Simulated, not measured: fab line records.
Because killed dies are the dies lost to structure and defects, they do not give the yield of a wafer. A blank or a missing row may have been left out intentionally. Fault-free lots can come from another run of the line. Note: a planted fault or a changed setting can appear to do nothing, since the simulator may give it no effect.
Which tool was responsible? | flow n5 finfet | 33 wafers from 11 lots sampled at 3 of the route's 1938 steps

WHAT THE GAUGES SHOWED, per wafer
N5_BEOL_M10_CD_MEAS_28: target cd 70 nm.
lot  | measured     | on        | cd nm (nm)
L238 | day 10 20:08 | cd sem-01 | 69.6 69.4 70.7
L240 | day 11 12:50 | cd sem-02 | 69.9 69.8 70.1
L243 | day 12 03:40 | cd sem-02 | 71.0 72.6 71.9
L245 | day 12 21:16 | cd sem-03 | 69.8 70.9 69.6
L248 | day 13 09:55 | cd sem-01 | 69.2 70.1 70.8
L250 | day 13 17:08 | cd sem-03 | 69.4 70.1 69.4
L249 | day 13 17:19 | cd sem-02 | 70.1 70.0 69.1
L253 | day 14 18:14 | cd sem-01 | 69.0 69.8 69.3
L255 | day 15 03:38 | cd sem-02 | 69.0 69.7 70.1
L256 | day 15 06:23 | cd sem-02 | 64.8 65.4 65.4
L258 | day 15 19:50 | cd sem-03 | 66.8 66.0 65.9

EACH LOT AND THE TOOL THAT RAN IT (in order: tool; ch and the chambers of the sampled wafers; start)
lot  | N5_BEOL_M10_CURE_71           | N5_BEOL_M10_EXPOSE_25
L238 | uv cure-02 ch 2, day 10 16:14 | arfi scanner-02 ch 0, day 10 19:59
L240 | uv cure-03 ch 1, day 11 08:37 | arfi scanner-03 ch 0, day 11 12:43
L243 | uv cure-03 ch 1, day 11 23:10 | arfi scanner-03 ch 0, day 12 03:32
L245 | uv cure-01 ch 1, day 12 18:06 | arfi scanner-01 ch 0, day 12 21:09
L248 | uv cure-01 ch 0, day 13 03:50 | arfi scanner-03 ch 0, day 13 09:47
L250 | uv cure-01 ch 0, day 13 12:19 | arfi scanner-01 ch 0, day 13 17:01
L249 | uv cure-03 ch 1, day 13 12:41 | arfi scanner-02 ch 0, day 13 17:11
L253 | uv cure-01 ch 0, day 14 15:13 | arfi scanner-03 ch 0, day 14 18:07
L255 | uv cure-02 ch 2, day 14 21:27 | arfi scanner-03 ch 0, day 15 03:30
L256 | uv cure-02 ch 0, day 15 01:50 | arfi scanner-03 ch 0, day 15 06:16
L258 | uv cure-01 ch 0, day 15 15:39 | arfi scanner-03 ch 0, day 15 19:43
- N5_BEOL_M10_CURE_71: cures SiCOH lowk, time 240 s.
- N5_BEOL_M10_EXPOSE_25: exposes mask V9.

THE ANSWER, worked out from the rows above alone
Rule: usual is defined by the lots themselves. Put in order of their means at a reading, lots are off if they are a third of the lots or fewer, leave a main group of 4 or more, and stand apart from it by a gap of 3 or more times the standard deviation of the main group's means; of several such gaps the widest counts. The tables above print the reading to a certain number of digits; a main group whose means all agree to those digits is not used. A lot without any number at a reading at which 4 lots or more have one is off too. All remaining lots with rows at the step are treated as sound.
Off: L256, L258 (N5_BEOL_M10_CD_MEAS_28, cd nm). Mean 70.0 nm and standard deviation 0.68 in the main group.
If a tool, at a process step before that reading, ran all the lots that are off and no sound lot after the first of them, it fits. The gauges at N5_BEOL_M10_CD_MEAS_28 are tried like those tools. One candidate fits, namely arfi scanner-03 at N5_BEOL_M10_EXPOSE_25. A fault onset in the window from L255 (day 15 03:30, its last sound lot) to L256 (day 15 06:16, its first lot off) fits.

WHAT THE SIMULATOR HAD INSERTED
Process parameters drifting: arfi scanner-03 at N5_BEOL_M10_EXPOSE_25, beginning at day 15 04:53. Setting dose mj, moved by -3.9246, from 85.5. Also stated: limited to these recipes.
Shown lots that were struck: L256, L258. The rule above reached the same finding.
